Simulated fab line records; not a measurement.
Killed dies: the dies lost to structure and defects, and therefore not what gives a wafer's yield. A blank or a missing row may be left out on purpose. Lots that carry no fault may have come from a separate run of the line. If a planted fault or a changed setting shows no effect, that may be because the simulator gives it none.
8D (eight disciplines) problem report, filled in by code | flow n5 finfet | the parts of the form that need people (team, actions taken, sign-off) are left out

== 1. WHAT IS WRONG ==
Mean of killed at front end at N5_PASSIVATION_PROBE_49: 121 across 9 wafers in 3 lots; on wafers with no fault it is 40 (standard deviation 10). Measured from the usual mean, that is +8.1 standard deviations.
The first sign was on wafer L391.1 at day 17 17:28, on prober-01. Wafers with a number at this step in the record: 9, from 3 lots. Rule for "out" (also "out of limits"): further than 4 standard deviations from the usual mean. All remaining wafers that have a number are taken as sound.

== 2. WHAT IT IS, WHAT IT ISN'T ==
question                    | is                     | is not
which readings at this step | killed at front end    | killed_at_M0_to_M3, killed_at_M4_up, killed at contacts, killed at other, sort_bin_8_speed
which lots                  | L390, L391, L392       | -
which wafers of those lots  | all that have a number | -
read on which tools         | prober-01, prober-02   | -
when                        | from day 17 17:28      | up to then (0 sound wafers)

== 3. WHAT RULES OUT EACH SUSPECT ==
Counting: a tool stays on the suspect list if, at a process step up to the reading, it processed all lots that are out and no sound lot following the first of them.
- rie metal-02 at N5_GATE_CUT_ETCH_47 (etches SiO2 in Cl2/BCl3, target depth 10 nm): kept. It ran every lot that is out, first L390 (day 8 00:31), and no sound lot after that.
- rie diel-05 at N5_PASSIVATION_DESCUM_12 (chemistry O2, time 7.9 s): kept. It ran every lot that is out, first L391 (day 17 10:29), and no sound lot after that.
Remaining after the count are rie metal-02 at N5_GATE_CUT_ETCH_47 and rie diel-05 at N5_PASSIVATION_DESCUM_12.

== 4. THE CAUSE (what the simulator had put in) ==
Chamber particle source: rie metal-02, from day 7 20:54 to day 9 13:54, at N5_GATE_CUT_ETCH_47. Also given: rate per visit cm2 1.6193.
Counting left 2 suspects, and this tool is among them.

== 5. THE EFFECT CHAIN, in route order ==
Rows list readings where the struck wafers' mean (over those with a number) sits beyond 3 standard deviations from the usual. Readings are gone through only where the record gives a usual standard deviation; hours: the median, over the lots, of the time from a lot's start at the first step in this table giving one to that lot's start at this step; sigmas: the change measured in usual standard deviations.
hours | step                    | reading              | usual  | on struck wafers | change | sigmas
0     | N5_PASSIVATION_PROBE_49 | defect limited yield | 91.3 % | 85.3             | -6.0   | -4.3
0     | N5_PASSIVATION_PROBE_49 | killed at front end  | 40     | 121              | +81    | +8.1
0     | N5_PASSIVATION_PROBE_49 | killed dies          | 103    | 173              | +70    | +4.1
0     | N5_PASSIVATION_PROBE_49 | killed on rim        | 13     | 29               | +16    | +3.7
0     | N5_PASSIVATION_PROBE_49 | sort_bin_5_function  | 5.1 %  | 8.3              | +3.2   | +3.3
0     | N5_PASSIVATION_PROBE_49 | sort n pass          | 1077   | 1007             | -70    | -4.1
0     | N5_PASSIVATION_PROBE_49 | sort yield pct       | 91.2 % | 85.3             | -5.9   | -4.2
Here are the process steps it includes:
- N5_PASSIVATION_PROBE_49

== 6. WHAT WOULD HAVE CAUGHT IT SOONER ==
In this record no reading fell out of limits until day 17 17:28, 237 hours after the fault had begun at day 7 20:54.
No tool reading at N5_GATE_CUT_ETCH_47 that has a usual standard deviation in the record was out on any struck wafer, so an alarm limit of 4 standard deviations on those readings would not have fired.
The start of N5_GATE_CUT_ETCH_47 on rie metal-02 came by day 17 17:28 for every one of the lots that are out (3). Holding the tool at that point would not have protected any of them.
